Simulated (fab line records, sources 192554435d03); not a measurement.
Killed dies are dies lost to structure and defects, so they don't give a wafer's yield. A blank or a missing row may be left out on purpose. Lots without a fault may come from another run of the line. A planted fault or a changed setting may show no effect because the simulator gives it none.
One fault seen from 2 desks | flow n5_finfet | each desk has only its own numbers; what lay behind them comes last

THE METROLOGY DESK
What the gauges read, lot by lot, whatever tool the lot ran on: means of the sampled wafers that have a number. A lot is out of limits, marked OUT, if its mean lies more than 4 standard deviations from the usual mean; the brackets give that distance. Of its 10 readings 7 are shown: those that lie furthest out on some lot.
Columns: A = DIBL_N at N5_BEOL_M4_RC_MEAS_101, usual 36.6 mV/V; B = DIBL_P at N5_BEOL_M4_RC_MEAS_101, usual 36.4 mV/V; C = IOFF_N at N5_BEOL_M4_RC_MEAS_101, usual 0.167 nA/um; D = IOFF_P at N5_BEOL_M4_RC_MEAS_101, usual 0.219 nA/um; E = SS_N at N5_BEOL_M4_RC_MEAS_101, usual 71.5 mV/dec; F = SS_P at N5_BEOL_M4_RC_MEAS_101, usual 73.4 mV/dec; G = VT_P at N5_BEOL_M4_RC_MEAS_101, usual -249 mV
lot  | first seen here | A    | B    | C     | D     | E    | F    | G
L210 | day 8 17:20     | 35.8 | 35.2 | 0.159 | 0.194 | 71.0 | 73.0 | -251
L222 | day 13 02:02    | 35.5 | 34.6 | 0.145 | 0.198 | 71.0 | 72.7 | -250
L225 | day 13 08:41    | 36.8 | 36.4 | 0.172 | 0.250 | 71.8 | 73.7 | -246
L224 | day 13 20:49    | 36.3 | 36.1 | 0.167 | 0.214 | 71.6 | 73.3 | -249
L229 | day 14 17:59    | 36.3 | 36.8 | 0.156 | 0.214 | 71.7 | 73.4 | -251
This desk's finding: nothing out of limits on any of the 5 lots.

THE TOOL OWNER'S DESK: rie_diel-05
The tool's own readings at N5_BEOL_M0_ETCH_128 (etches SiCN in CF4/N2, target depth 12 nm, overetch 5.1 nm, time 21.4 s): means of the sampled wafers that have a number, for each lot that ran on this tool. A lot is out of limits, marked OUT, if its mean lies more than 4 standard deviations from the usual mean; the brackets give that distance.
Columns: A = drypump_motor_current_A at N5_BEOL_M0_ETCH_128, usual 5.8 A; B = oes_product_au at N5_BEOL_M0_ETCH_128, usual 0.54 a.u.; C = rf_vpp_V at N5_BEOL_M0_ETCH_128, usual 382.5 V; D = showerhead_plenum_p_Torr at N5_BEOL_M0_ETCH_128, usual 2.22 Torr; E = throttle_valve_pct at N5_BEOL_M0_ETCH_128, usual 15.51 %
lot  | first seen here | A   | B    | C     | D    | E
L210 | day 5 23:09     | 6.2 | 0.53 | 384.3 | 2.26 | 15.57
L222 | day 9 00:05     | 6.0 | 0.52 | 382.7 | 2.23 | 15.70
L224 | day 9 08:23     | 6.2 | 0.54 | 382.9 | 2.20 | 15.55
L225 | day 9 23:05     | 6.0 | 0.53 | 382.1 | 2.20 | 15.68
This desk's finding: nothing out of limits on any of the 4 lots.

PUT TOGETHER
The metrology desk saw nothing out of limits.
The tool owner's desk saw nothing out of limits.

WHAT THE SIMULATOR HAD PUT IN
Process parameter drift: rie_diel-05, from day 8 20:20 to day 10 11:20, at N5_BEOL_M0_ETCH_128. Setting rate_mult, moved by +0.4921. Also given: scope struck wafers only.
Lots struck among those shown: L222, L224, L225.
